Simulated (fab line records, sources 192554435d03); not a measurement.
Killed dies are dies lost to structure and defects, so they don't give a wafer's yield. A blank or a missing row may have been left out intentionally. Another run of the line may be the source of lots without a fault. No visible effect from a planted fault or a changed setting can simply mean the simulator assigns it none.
Lot-split experiment    flow n5Finfet    21 wafers read across 7 lots, on a route 1938 steps long

## SPLIT DETAILS
At N5_DUMMY_GATE_EXPOSE_12 (exposes mask GATE, target cd 25 nm), the setting doseMj was moved away from the recipe's 34 on 10 of the 21 wafers read, by -6.2% to +5.6%. All remaining wafers had this setting at the recipe value.

## FROM THE SPLIT TO THE READING: what the file shows between them, 12 steps
- N5_DUMMY_GATE_PEB_13: peb time 60 s
- N5_DUMMY_GATE_DEVELOP_14: develop time 30 s
- N5_DUMMY_GATE_CD_MEAS_15: target cd 25.8 nm
- N5_DUMMY_GATE_STRIP_38: strips in N2/H2
- N5_DUMMY_GATE_STRIP_39: strips in N2/H2
- N5_DUMMY_GATE_TRIM_49: chemistry O2, time 29 s, target cd 14 nm
- N5_DUMMY_GATE_STRIP_40: strips in CF4
- N5_DUMMY_GATE_CD_MEAS_50: target cd 14 nm
- N5_DUMMY_GATE_ETCH_31: etches SiO2 in C4F6/O2, target depth 82.5 nm, time 27.5 s
- N5_DUMMY_GATE_STRIP_41: strips in O2
- N5_DUMMY_GATE_ETCH_23: etches poly-Si in HBr/Cl2/O2, target depth 41 nm, time 22.3 s
- N5_DUMMY_GATE_ETCH_44: etches poly-Si in HBr/O2, stops on SiO2, target depth 127.5 nm

## THE READING
cdNm at N5_DUMMY_GATE_CD_MEAS_24, given in nm (cd target 15 nm). Typical for fault-free wafers on this fab line: 14.86 nm, with standard deviation 0.28 nm.

wafer   tool, chamber at the split  doseMj as run  against the recipe  cdNm, nm  against lot-mates on the recipe
L074.1  euvScanner-01, 0            34             recipe              14.96     -
L074.2  euvScanner-01, 0            34             recipe              15.05     -
L074.6  euvScanner-01, 0            32.17          -5.4%               16.32     +1.31
L076.1  euvScanner-02, 0            35.89          +5.6%               14.07     -0.64
L076.3  euvScanner-02, 0            34             recipe              14.71     -
L076.6  euvScanner-02, 0            35.89          +5.6%               13.89     -0.82
L078.3  euvScanner-01, 0            34             recipe              14.86     -
L078.4  euvScanner-01, 0            34             recipe              15.06     -
L078.6  euvScanner-01, 0            34             recipe              14.84     -
L081.1  euvScanner-01, 0            34             recipe              14.53     -
L081.2  euvScanner-01, 0            31.9           -6.2%               16.51     +1.98
L081.6  euvScanner-01, 0            31.9           -6.2%               15.96     +1.43
L080.1  euvScanner-02, 0            34             recipe              14.96     -
L080.3  euvScanner-02, 0            35.74          +5.1%               13.91     -1.14
L080.5  euvScanner-02, 0            34             recipe              15.15     -
L088.2  euvScanner-01, 0            32.77          -3.6%               15.27     +0.55
L088.3  euvScanner-01, 0            34             recipe              14.72     -
L088.5  euvScanner-01, 0            32.77          -3.6%               15.40     +0.68
L097.2  euvScanner-01, 0            34             recipe              15.09     -
L097.3  euvScanner-01, 0            35.79          +5.3%               13.77     -1.32
L097.5  euvScanner-01, 0            35.79          +5.3%               14.15     -0.94

THE FIT
A straight line over all 21 wafers: cdNm changes by -0.191 nm for each +1% of doseMj; r = -0.95; the points scatter about the line by 0.23 nm.
The same after taking each lot's own level away (the mean of its wafers on the recipe; 21 wafers): -0.213 nm for each +1%; r = -0.96; scatter 0.23 nm.
According to that fit, moving doseMj by its largest amount changes the reading by 1.3 nm.
Measured against the standard deviation above, the lots' own levels, which go from 14.530 to 15.090 nm, span 2.0 times it.
In other words, the slope is changed by the lot-to-lot level; the two fits disagree.
Check: +1.25 nm against its lot-mates is what the line predicts for one of the wafers moved furthest among these (-6.2%) when that wafer is left out of the fit. Against them it came out at +1.98 nm.

## ADDITIONAL SPLITS CARRIED BY THESE WAFERS
Before the reading, these wafers also passed through other splits. Each is held against what the fit with the lots' levels taken away leaves over:
other split on the same wafers  wafers away from the commonest value  r with cdNm (lot level and that fit taken away)
N5_WELL_APT_PEB_06 pebTimeS     3                                     +0.58
N5_FIN_SAQP_HM_DEP_03 timeS     3                                     +0.55
N5_FIN_SAQP_COAT_49 timeS       7                                     +0.04
N5_FIN_SAQP_FIN_ETCH_36 icpW    7                                     -0.08
N5_DUMMY_GATE_COAT_35 spinRpm   7                                     -0.08

## THE WHOLE CHAIN: every reading that the file lists as answering this split, in the file's order
step                      what it does                              reading                                                           change (the file's fit)                r (the file's)
N5_DUMMY_GATE_CD_MEAS_15  target cd 25.8 nm                         cdNm                                                              -0.185 nm for each +1% of the setting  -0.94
N5_DUMMY_GATE_TRIM_49     chemistry O2, time 29 s, target cd 14 nm  DUMMY_GATE.cdNm (the simulator's own value, which no gauge read)  -0.189 nm for each +1% of the setting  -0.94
N5_DUMMY_GATE_CD_MEAS_50  target cd 14 nm                           cdNm                                                              -0.175 nm for each +1% of the setting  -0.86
N5_DUMMY_GATE_CD_MEAS_24  target cd 15 nm                           cdNm                                                              -0.216 nm for each +1% of the setting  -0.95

## FILE'S OWN FIT
cdNm changes by -0.216 nm for each +1% of doseMj, r = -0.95.
